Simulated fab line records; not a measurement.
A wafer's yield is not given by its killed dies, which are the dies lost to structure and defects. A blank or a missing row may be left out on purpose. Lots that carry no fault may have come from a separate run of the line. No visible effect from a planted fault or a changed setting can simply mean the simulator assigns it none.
The tool behind it: which one? + flow nand harc + 36 wafers from 12 lots sampled at 4 of the route's 1159 steps

WHAT EACH GAUGE READ, for each wafer
NHARC_A_CONTACT_INSPECT_71.
| lot  | measured     | on                | raw defect count |
|------|--------------|-------------------|------------------|
| L077 | day 17 03:17 | defect inspect-01 | 4 7 12           |
| L074 | day 17 12:01 | defect inspect-01 | 4 6 3            |
| L079 | day 17 20:27 | defect inspect-02 | 8 8 11           |
| L080 | day 18 05:13 | defect inspect-02 | 21 12 19         |
| L082 | day 19 07:49 | defect inspect-02 | 37 38 52         |
| L084 | day 19 15:29 | defect inspect-02 | 15 14 15         |
| L086 | day 19 21:52 | defect inspect-02 | 25 31 39         |
| L089 | day 20 21:27 | defect inspect-01 | 39 41 35         |
| L091 | day 21 03:14 | defect inspect-01 | 19 44 34         |
| L093 | day 21 10:10 | defect inspect-02 | 47 45 49         |
| L095 | day 22 04:10 | defect inspect-01 | 31 27 37         |
| L097 | day 22 13:34 | defect inspect-02 | 28 35 31         |

WHICH TOOL RAN EACH LOT (tool, then ch and the chambers of the sampled wafers, then the start)
| lot  | NHARC_A_CONTACT_ETCH_112             | NHARC_A_CONTACT_ETCH_116             | NHARC_A_CONTACT_ETCH_120             |
|------|--------------------------------------|--------------------------------------|--------------------------------------|
| L077 | har cap etch-02 ch 0,1, day 16 21:40 | har cap etch-02 ch 0,1, day 16 22:02 | har cap etch-02 ch 0,1, day 16 22:23 |
| L074 | har cap etch-02 ch 0,1, day 17 06:35 | har cap etch-02 ch 0,1, day 17 06:57 | har cap etch-02 ch 0,1, day 17 07:19 |
| L079 | har cap etch-01 ch 0,1, day 17 14:37 | har cap etch-01 ch 0,1, day 17 14:58 | har cap etch-01 ch 0,1, day 17 15:20 |
| L080 | har cap etch-02 ch 0,1, day 17 23:38 | har cap etch-02 ch 0,1, day 18 00:00 | har cap etch-02 ch 0,1, day 18 00:22 |
| L082 | har cap etch-01 ch 0,1, day 18 21:59 | har cap etch-01 ch 0,1, day 18 22:38 | har cap etch-01 ch 0,1, day 18 23:16 |
| L084 | har cap etch-01 ch 0,1, day 19 06:57 | har cap etch-01 ch 0,1, day 19 07:35 | har cap etch-01 ch 0,1, day 19 08:14 |
| L086 | har cap etch-02 ch 0,1, day 19 16:21 | har cap etch-02 ch 0,1, day 19 16:43 | har cap etch-02 ch 0,1, day 19 17:05 |
| L089 | har cap etch-02 ch 0,1, day 20 14:16 | har cap etch-02 ch 0,1, day 20 14:37 | har cap etch-02 ch 0,1, day 20 14:59 |
| L091 | har cap etch-02 ch 0,1, day 20 20:37 | har cap etch-02 ch 0,1, day 20 20:59 | har cap etch-02 ch 0,1, day 20 21:20 |
| L093 | har cap etch-01 ch 0,1, day 21 02:41 | har cap etch-01 ch 0,1, day 21 03:04 | har cap etch-01 ch 0,1, day 21 03:25 |
| L095 | har cap etch-03 ch 0,1, day 21 22:24 | har cap etch-03 ch 0,1, day 21 22:46 | har cap etch-03 ch 0,1, day 21 23:08 |
| L097 | har cap etch-03 ch 0,1, day 22 07:59 | har cap etch-03 ch 0,1, day 22 08:21 | har cap etch-03 ch 0,1, day 22 08:43 |
- NHARC_A_CONTACT_ETCH_112: etches the open film in C4F8/O2/Ar, time 94 s, target depth 922 nm.
- NHARC_A_CONTACT_ETCH_116: etches the open film in C4F8/O2/Ar, time 94 s, target depth 922 nm.
- NHARC_A_CONTACT_ETCH_120: etches the open film in C4F8/O2/Ar, time 94 s, target depth 922 nm.

THE ANSWER, worked out from the rows above alone
Rule: what is usual is taken from the lots themselves. Put in order of their means at a reading, lots are off if they are a third of the lots or fewer, leave a main group of 4 or more, and stand apart from it by a gap of 3 or more times the standard deviation of the main group's means; of several such gaps the widest counts. If all means in a main group match to the digits the tables above print for the reading, that group is not used. Also off: a lot with no number at a reading for which 4 or more lots have one. The other lots that the step has rows for count as sound.
None of the lots is off at any reading shown; this tells nothing.

WHAT THE SIMULATOR PUT IN
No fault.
